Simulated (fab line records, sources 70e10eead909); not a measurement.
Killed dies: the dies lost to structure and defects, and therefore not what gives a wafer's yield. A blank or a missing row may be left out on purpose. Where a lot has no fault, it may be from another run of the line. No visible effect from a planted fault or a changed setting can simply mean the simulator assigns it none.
Matching of chambers ; flow nand_harc ; NHARC_A_M1_STRIP_18 on rie_diel-02: 4 sister chambers
The step strips in N2/H2. 33 wafers are shown with their chamber, then 12 later ones without.

== WAFERS PAIRED WITH THEIR CHAMBERS ==
wafer;chamber;showerhead_plenum_p_Torr (Torr);drypump_motor_current_A (A);oes_product_au (a.u.)
L074.2;2;2.02;4.9;0.997
L074.5;0;1.93;5.1;0.979
L074.6;3;2.12;6.5;1.007
L076.1;0;1.93;5.1;0.988
L076.3;1;2.13;6.1;0.998
L076.4;3;2.12;6.5;1.014
L076.2;2;2.02;4.9;1.004
L076.5;3;2.12;6.5;1.013
L076.6;0;1.93;5.1;0.981
L080.1;3;2.12;6.4;1.007
L080.2;1;2.13;6.1;1.009
L080.5;3;2.12;6.4;1.003
L086.4;0;1.93;5.1;0.990
L086.5;3;2.12;6.5;1.013
L086.6;0;1.93;5.1;0.996
L088.1;1;2.13;6.1;1.001
L088.3;0;1.93;5.1;0.989
L088.6;1;2.13;6.1;0.996
L091.1;3;2.12;6.4;1.019
L091.3;1;2.13;6.1;1.004
L091.6;1;2.13;6.1;1.017
L090.1;0;1.93;5.1;1.009
L090.3;2;2.02;4.9;0.992
L090.5;0;1.93;5.1;0.990
L093.1;3;2.12;6.5;1.009
L093.4;1;2.13;6.1;0.998
L093.6;1;2.12;6.1;1.002
L093.2;2;2.02;4.9;0.995
L093.3;0;1.93;5.1;0.992
L093.5;2;2.02;4.9;1.002
L095.1;0;1.93;5.1;0.985
L095.4;2;2.02;4.9;0.978
L095.5;1;2.12;6.1;0.998

SIGNATURES, as means of the wafers listed above
reading;chamber 0;chamber 1;chamber 2;chamber 3;scatter within a chamber
showerhead_plenum_p_Torr;1.9300;2.1278;2.0200;2.1200;0.00232
drypump_motor_current_A;5.100;6.100;4.900;6.463;0.0254
oes_product_au;0.98990;1.00256;0.99467;1.01062;0.00744
Rule: for each reading, subtract the chamber's mean from the wafer's reading, divide by that reading's scatter and square the result; add these up over the readings and take the root, which gives the wafer's distance from the chamber. The wafer belongs to the nearest chamber; if the next one is less than 2 further off, it can't be placed. The scatter: the root of (the sum of the squares of (reading less its chamber's mean) over the shown wafers, divided by (wafers less chambers)).

== WAFERS WITH NO CHAMBER GIVEN ==
wafer;showerhead_plenum_p_Torr (Torr);drypump_motor_current_A (A);oes_product_au (a.u.)
L094.1;2.12;6.4;1.014
L094.3;1.93;5.1;0.987
L094.4;2.12;6.1;0.993
L097.1;2.12;6.1;0.992
L097.3;1.93;5.1;1.003
L097.6;2.12;6.0;0.996
L097.2;2.12;6.4;1.009
L097.4;2.12;6.5;1.014
L097.5;1.93;5.1;1.004
L096.2;1.93;5.1;0.997
L096.3;2.12;6.1;1.004
L096.5;1.93;5.1;1.003

== THE CHAMBER EACH PASSED THROUGH ==
wafer;from the rows above;in truth
L094.1;3;3
L094.3;0;0
L094.4;1;1
L097.1;1;1
L097.3;0;0
L097.6;1;1
L097.2;3;3
L097.4;3;3
L097.5;0;0
L096.2;0;0
L096.3;1;1
L096.5;0;0
Correct placement for 12 of the 12. From these rows, 0 cannot be placed. Number placed wrongly: 0.
